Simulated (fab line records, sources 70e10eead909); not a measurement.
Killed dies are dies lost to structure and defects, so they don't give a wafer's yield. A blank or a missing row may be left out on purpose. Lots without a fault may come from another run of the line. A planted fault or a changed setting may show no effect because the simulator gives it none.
A sampling plan put to the test | flow nand_harc | one fab line, 34 faults that these records tell of, each judged on the records of the lots that it struck; 1 more is left out, because the records don't allow judging it
The plan is the line's own looks: the steps of the route at which a gauge or an inspection reads the wafer and doesn't change it. A look can be judged if struck wafers have a number there and the file gives its usual mean and standard deviation on fault-free wafers. Caught: at a look after the fault's first step, the mean of the struck wafers lies 4 or more of those standard deviations (sigma) from the usual mean. On the tool: the same test on the tool's own readings at the fault's steps. Another recipe on the struck wafers, or a record that is blank for them alone, also counts as caught.

THE FAULTS, as the simulator had put them in
1. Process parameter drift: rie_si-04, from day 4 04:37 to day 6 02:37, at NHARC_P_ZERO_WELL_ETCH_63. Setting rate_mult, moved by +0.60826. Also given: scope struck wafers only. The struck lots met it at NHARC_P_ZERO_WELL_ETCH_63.
2. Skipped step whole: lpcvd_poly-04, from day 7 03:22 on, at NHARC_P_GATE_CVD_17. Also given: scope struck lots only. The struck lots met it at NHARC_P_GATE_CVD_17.
3. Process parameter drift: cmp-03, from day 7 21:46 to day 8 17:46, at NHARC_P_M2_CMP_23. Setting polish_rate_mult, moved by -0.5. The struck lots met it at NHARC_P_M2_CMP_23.
4. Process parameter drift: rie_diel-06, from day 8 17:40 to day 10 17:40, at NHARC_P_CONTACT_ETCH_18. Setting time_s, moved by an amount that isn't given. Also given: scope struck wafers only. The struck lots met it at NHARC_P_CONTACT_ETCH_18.
5. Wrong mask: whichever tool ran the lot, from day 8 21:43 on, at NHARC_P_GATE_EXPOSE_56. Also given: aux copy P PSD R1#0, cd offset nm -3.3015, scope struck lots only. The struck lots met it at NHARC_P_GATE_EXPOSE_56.
6. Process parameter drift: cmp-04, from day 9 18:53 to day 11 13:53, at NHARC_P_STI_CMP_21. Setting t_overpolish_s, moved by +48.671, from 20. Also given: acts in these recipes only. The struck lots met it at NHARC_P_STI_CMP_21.
7. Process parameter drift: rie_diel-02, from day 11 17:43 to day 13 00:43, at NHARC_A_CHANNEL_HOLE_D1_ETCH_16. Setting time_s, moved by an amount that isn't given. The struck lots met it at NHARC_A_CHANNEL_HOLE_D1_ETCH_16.
8. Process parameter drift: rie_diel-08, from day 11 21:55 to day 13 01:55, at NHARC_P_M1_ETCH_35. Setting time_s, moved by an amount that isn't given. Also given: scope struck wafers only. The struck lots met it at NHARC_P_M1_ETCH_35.
9. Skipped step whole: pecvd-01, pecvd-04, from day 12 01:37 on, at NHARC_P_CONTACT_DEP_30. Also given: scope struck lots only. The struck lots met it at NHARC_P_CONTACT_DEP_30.
10. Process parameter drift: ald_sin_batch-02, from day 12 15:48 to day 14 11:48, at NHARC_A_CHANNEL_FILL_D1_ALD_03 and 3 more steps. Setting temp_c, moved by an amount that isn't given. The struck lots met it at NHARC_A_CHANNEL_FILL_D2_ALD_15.
11. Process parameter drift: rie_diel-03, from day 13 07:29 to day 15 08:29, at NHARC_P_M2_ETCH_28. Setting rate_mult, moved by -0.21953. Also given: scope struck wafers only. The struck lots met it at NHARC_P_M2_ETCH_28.
12. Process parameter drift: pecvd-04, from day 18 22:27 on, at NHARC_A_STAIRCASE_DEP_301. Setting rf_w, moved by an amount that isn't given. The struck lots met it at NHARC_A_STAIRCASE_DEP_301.
13. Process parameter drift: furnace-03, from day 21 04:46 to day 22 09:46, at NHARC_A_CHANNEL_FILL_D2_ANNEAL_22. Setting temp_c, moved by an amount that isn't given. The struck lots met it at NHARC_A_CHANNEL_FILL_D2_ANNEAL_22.
14. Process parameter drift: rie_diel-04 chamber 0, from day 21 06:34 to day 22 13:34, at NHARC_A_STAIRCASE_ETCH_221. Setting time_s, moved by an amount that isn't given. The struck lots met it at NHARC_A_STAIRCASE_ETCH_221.
15. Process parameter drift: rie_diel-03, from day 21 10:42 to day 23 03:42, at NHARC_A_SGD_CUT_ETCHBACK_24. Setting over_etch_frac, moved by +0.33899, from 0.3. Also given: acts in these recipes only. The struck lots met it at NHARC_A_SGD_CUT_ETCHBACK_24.
16. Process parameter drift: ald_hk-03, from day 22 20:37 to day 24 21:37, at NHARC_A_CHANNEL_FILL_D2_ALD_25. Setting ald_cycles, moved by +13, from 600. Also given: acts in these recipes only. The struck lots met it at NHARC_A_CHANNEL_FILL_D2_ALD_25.
17. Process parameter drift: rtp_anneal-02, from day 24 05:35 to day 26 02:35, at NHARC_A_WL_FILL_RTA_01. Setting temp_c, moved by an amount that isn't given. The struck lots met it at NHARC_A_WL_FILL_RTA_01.
18. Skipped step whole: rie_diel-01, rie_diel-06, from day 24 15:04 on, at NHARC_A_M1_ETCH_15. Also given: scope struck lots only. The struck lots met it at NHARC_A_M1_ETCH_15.
19. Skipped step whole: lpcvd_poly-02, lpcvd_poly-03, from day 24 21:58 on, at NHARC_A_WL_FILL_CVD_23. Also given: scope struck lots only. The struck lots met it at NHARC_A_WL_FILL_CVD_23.
20. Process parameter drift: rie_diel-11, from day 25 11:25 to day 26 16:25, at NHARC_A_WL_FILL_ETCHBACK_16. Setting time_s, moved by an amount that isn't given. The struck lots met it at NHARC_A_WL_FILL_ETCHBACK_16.
21. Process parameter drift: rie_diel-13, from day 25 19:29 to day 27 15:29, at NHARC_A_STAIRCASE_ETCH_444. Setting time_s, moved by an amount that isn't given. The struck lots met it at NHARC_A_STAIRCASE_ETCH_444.
22. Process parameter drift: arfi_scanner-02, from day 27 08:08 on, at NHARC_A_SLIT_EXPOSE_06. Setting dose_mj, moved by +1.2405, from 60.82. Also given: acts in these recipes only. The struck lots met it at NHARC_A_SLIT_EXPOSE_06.
23. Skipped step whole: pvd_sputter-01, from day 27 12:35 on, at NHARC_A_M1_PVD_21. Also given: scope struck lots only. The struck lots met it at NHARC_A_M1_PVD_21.
24. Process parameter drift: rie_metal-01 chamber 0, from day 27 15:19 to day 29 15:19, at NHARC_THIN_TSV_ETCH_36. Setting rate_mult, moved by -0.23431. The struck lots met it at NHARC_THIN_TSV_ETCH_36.
25. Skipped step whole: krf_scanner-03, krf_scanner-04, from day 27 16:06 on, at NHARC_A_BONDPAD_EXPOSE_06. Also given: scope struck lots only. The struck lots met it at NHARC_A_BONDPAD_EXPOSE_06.
26. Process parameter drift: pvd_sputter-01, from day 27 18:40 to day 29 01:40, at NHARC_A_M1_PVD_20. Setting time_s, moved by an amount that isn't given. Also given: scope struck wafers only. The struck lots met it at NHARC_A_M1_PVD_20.
27. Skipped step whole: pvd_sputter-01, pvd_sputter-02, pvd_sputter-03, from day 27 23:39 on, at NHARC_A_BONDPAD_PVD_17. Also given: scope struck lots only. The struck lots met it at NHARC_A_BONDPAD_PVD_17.
28. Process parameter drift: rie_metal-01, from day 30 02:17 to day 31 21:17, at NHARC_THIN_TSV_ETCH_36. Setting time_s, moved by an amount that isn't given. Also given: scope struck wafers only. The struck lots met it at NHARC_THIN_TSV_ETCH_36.
29. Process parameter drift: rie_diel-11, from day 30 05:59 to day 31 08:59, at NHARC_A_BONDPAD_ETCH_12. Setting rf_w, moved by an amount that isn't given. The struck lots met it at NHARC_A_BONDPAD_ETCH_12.
30. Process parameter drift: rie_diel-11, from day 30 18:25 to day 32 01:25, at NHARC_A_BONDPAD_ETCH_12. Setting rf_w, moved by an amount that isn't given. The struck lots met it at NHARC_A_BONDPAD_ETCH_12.
31. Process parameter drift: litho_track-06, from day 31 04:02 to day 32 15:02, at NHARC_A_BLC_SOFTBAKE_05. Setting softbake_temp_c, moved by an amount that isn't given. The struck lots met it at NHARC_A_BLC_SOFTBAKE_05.
32. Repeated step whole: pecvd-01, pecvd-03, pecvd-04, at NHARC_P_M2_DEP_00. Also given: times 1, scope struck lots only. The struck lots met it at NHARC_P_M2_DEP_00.
33. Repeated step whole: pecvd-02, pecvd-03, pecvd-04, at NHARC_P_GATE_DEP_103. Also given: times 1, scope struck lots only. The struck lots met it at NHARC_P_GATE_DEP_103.
34. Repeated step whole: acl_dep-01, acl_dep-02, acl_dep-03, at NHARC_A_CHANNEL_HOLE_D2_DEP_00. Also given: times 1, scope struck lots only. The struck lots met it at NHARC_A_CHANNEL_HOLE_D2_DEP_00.

WHAT THE PLAN SAW
fault | on the tool itself                               | first look that catches it                   | reading, sigma                                    | median hours from its first step to that look | hours from the fault's start to the first struck lot there | judged looks passed uncaught
1     | oes_product_au +24 sigma                         | no look after it can be judged               | -                                                 | -                                             | -                                                          | 0
2     | the tool's record is blank for the struck wafers | no look after it can be judged               | -                                                 | -                                             | -                                                          | 0
3     | only faintly: time_to_endpoint_s +3.3 sigma      | NHARC_P_M2_INSPECT_27                        | raw_defect_count +39                              | 0.5                                           | 7                                                          | 0
4     | run_length_s -99 or beyond sigma                 | no look after it can be judged               | -                                                 | -                                             | -                                                          | 0
5     | under 2 sigma                                    | not the one look that can be judged after it | -                                                 | -                                             | -                                                          | 1
6     | overpolish_run_s +99 or beyond sigma             | not the one look that can be judged after it | -                                                 | -                                             | -                                                          | 1
7     | run_length_s -99 or beyond sigma                 | no look after it can be judged               | -                                                 | -                                             | -                                                          | 0
8     | run_length_s -29 sigma                           | no look after it can be judged               | -                                                 | -                                             | -                                                          | 0
9     | the tool's record is blank for the struck wafers | not the one look that can be judged after it | -                                                 | -                                             | -                                                          | 1
10    | susceptor_temp_C -97 sigma                       | no look after it can be judged               | -                                                 | -                                             | -                                                          | 0
11    | oes_product_au -8.6 sigma                        | no look after it can be judged               | -                                                 | -                                             | -                                                          | 0
12    | rf_fwd_power_W +99 or beyond sigma               | no look after it can be judged               | -                                                 | -                                             | -                                                          | 0
13    | tube_center_temp_C -99 or beyond sigma           | not the one look that can be judged after it | -                                                 | -                                             | -                                                          | 1
14    | run_length_s +30 sigma                           | no look after it can be judged               | -                                                 | -                                             | -                                                          | 0
15    | under 2 sigma                                    | no look after it can be judged               | -                                                 | -                                             | -                                                          | 0
16    | under 2 sigma                                    | no look after it can be judged               | -                                                 | -                                             | -                                                          | 0
17    | wafer_temp_C_max -38 sigma                       | no look after it can be judged               | -                                                 | -                                             | -                                                          | 0
18    | the tool's record is blank for the struck wafers | no look after it can be judged               | -                                                 | -                                             | -                                                          | 0
19    | the tool's record is blank for the struck wafers | not the one look that can be judged after it | -                                                 | -                                             | -                                                          | 1
20    | run_length_s -40 sigma                           | no look after it can be judged               | -                                                 | -                                             | -                                                          | 0
21    | run_length_s +99 or beyond sigma                 | no look after it can be judged               | -                                                 | -                                             | -                                                          | 0
22    | exposure_dose_mJ_cm2 +16 sigma                   | no look after it can be judged               | -                                                 | -                                             | -                                                          | 0
23    | the tool's record is blank for the struck wafers | no look after it can be judged               | -                                                 | -                                             | -                                                          | 0
24    | oes_product_au -10 sigma                         | not the one look that can be judged after it | -                                                 | -                                             | -                                                          | 1
25    | no reading that can be judged                    | no look after it can be judged               | -                                                 | -                                             | -                                                          | 0
26    | under 2 sigma                                    | not the one look that can be judged after it | strongest: killed_open at NHARC_END_SORT_01, +2.0 | -                                             | -                                                          | 1
27    | the tool's record is blank for the struck wafers | no look after it can be judged               | -                                                 | -                                             | -                                                          | 0
28    | run_length_s -11 sigma                           | no look after it can be judged               | -                                                 | -                                             | -                                                          | 0
29    | rf_fwd_power_W -99 or beyond sigma               | no look after it can be judged               | -                                                 | -                                             | -                                                          | 0
30    | rf_fwd_power_W -99 or beyond sigma               | no look after it can be judged               | -                                                 | -                                             | -                                                          | 0
31    | heater_power_total_W -36 sigma                   | no look after it can be judged               | -                                                 | -                                             | -                                                          | 0
32    | under 2 sigma                                    | not the one look that can be judged after it | -                                                 | -                                             | -                                                          | 1
33    | under 2 sigma                                    | not the one look that can be judged after it | -                                                 | -                                             | -                                                          | 1
34    | under 2 sigma                                    | no look after it can be judged               | -                                                 | -                                             | -                                                          | 0
A dash: the fault isn't caught, or these records don't give the number.

Caught at a look: 1 of 34. Caught on the tool: 25 of 34. By one or the other: 26 of 34.
Caught on the tool alone: faults 1, 2, 4, 6, 7, 8, 9, 10, 11, 12, 13, 14, 17, 18, 19, 20, 21, 22, 23, 24, 27, 28, 29, 30, 31.
Caught at a look alone: fault 3.
Caught by neither: faults 5, 15, 16, 25, 26, 32, 33, 34.

THINNER SAMPLING
If the look that catches a fault measured only every second or every third lot, by lot number, the first struck lot would be measured this late in the worst case:
fault | struck lots at that look, in order of time | every lot | every second lot | every third lot
3     | L395, L396                                 | 7 h       | 17 h             | may miss all 2
Hours are from the fault's start to the first struck lot that is measured. The limit of 4 sigma was tested on all struck wafers together, so one lot alone may lie under it. Other struck lots may not be in these records.

THE LONGEST TIMED WAY FROM STEP TO LOOK
Fault 3: a median of 0.5 hours passes between NHARC_P_M2_CMP_23 and NHARC_P_M2_INSPECT_27. No look between them can be judged.
